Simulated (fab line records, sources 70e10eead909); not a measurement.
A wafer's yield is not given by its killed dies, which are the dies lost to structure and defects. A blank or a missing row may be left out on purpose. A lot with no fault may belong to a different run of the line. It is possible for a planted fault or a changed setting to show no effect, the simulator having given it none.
Struck lot and sound lot, side by side ; flow nandHarc ; 13 steps out of a route of 1302
Sound: wafers L782.1, L782.5, L782.6. Wafers L776.1, L776.2, L776.3 were the ones struck. The cause comes at the end.
Per side, at each step with rows, come the tool, then ch with its chambers, and then its first start. Under that, the readings that differ: sound wafers ; struck wafers ; difference of the means ; sigmas: that difference in standard deviations of wafers without a fault.
alike: readings with means less than 2 such deviations apart, plus words and numbers identical on both sides. not compared: withheld readings, readings lacking a value on some wafer, bounds such as >300 that could conceal the same value, and numbers that have no deviation in the record and whose values overlap.
A row with sigmas, a row that says differs or no value, or rows on one side alone: a step with any of these is where the two part. Non-overlapping numbers with no deviation appear without sigmas and do not part them. A reading that every wafer of one side lacks parts them only if that side has two wafers or more.

NHARC_A_STAIRCASE_ETCH_19: etches the open film in C4F8/O2, target depth 100 nm, time 40.5 s.
  sound on rieDiel-03 ch 0,1,2; struck on rieDiel-03 ch 0,1,2
  alike: oesProductAu, rfVppV
  not compared: rfHoursCounterH
then, 1 step without rows for these wafers: NHARC_A_STAIRCASE_TRIM_20 (chemistry O2, time 211.2 s).
NHARC_A_STAIRCASE_ETCH_21: etches the open film in C4F8/O2, target depth 100 nm, time 40.5 s.
  sound on rieDiel-13 ch 0,1,3; struck on rieDiel-03 ch 1,2,3
  alike: oesProductAu, rfVppV
  not compared: rfHoursCounterH
NHARC_A_STAIRCASE_TRIM_22: chemistry O2, time 211.2 s.
  sound on rieDiel-13 ch 1,2; struck on rieDiel-03 ch 0,1,2
  alike: drypumpMotorCurrentA, oesProductAu, rfVppV, showerheadPlenumPTorr, throttleValvePct
  not compared: rfHoursCounterH
NHARC_A_STAIRCASE_ETCH_23: etches the open film in C4F8/O2, target depth 100 nm, time 40.5 s.
  sound on rieDiel-13 ch 1,2; struck on rieDiel-03 ch 1,2,3
  alike: oesProductAu, rfVppV
  not compared: rfHoursCounterH
then, 1 step without rows for these wafers: NHARC_A_STAIRCASE_TRIM_24 (chemistry O2, time 211.2 s).
NHARC_A_STAIRCASE_ETCH_25: etches the open film in C4F8/O2, target depth 100 nm, time 40.5 s.
  sound on rieDiel-13 ch 0,1,2; struck on rieDiel-03 ch 1,2,3
  alike: oesProductAu, rfVppV
  not compared: rfHoursCounterH
then, 3 steps without rows for these wafers: NHARC_A_STAIRCASE_TRIM_26 (chemistry O2, time 211.2 s); NHARC_A_STAIRCASE_ETCH_27 (etches the open film in C4F8/O2, target depth 100 nm, time 40.5 s); NHARC_A_STAIRCASE_STRIP_175 (strips in O2).
NHARC_A_STAIRCASE_STRIP_148: strips in SPM, time 900 s.
  sound on wetBench-01 ch 3,6,7, day 25 01:33; struck on wetBench-03 ch 1,5,6, day 23 02:40
  no value came back on the struck wafers for bathGuardTempC (C), bathHeatDutyPct (%), timeS (s); on the sound wafers bathGuardTempC (C) reads 130.7 130.2 130.7
then, 2 steps without rows for these wafers: NHARC_A_STAIRCASE_PRECLEAN_149 (cleans in SC1); NHARC_END_SORT_01.

== WHERE THEY PART ==
Only at NHARC_A_STAIRCASE_STRIP_148, as far as this record shows.

WHY: the cause the simulator had injected
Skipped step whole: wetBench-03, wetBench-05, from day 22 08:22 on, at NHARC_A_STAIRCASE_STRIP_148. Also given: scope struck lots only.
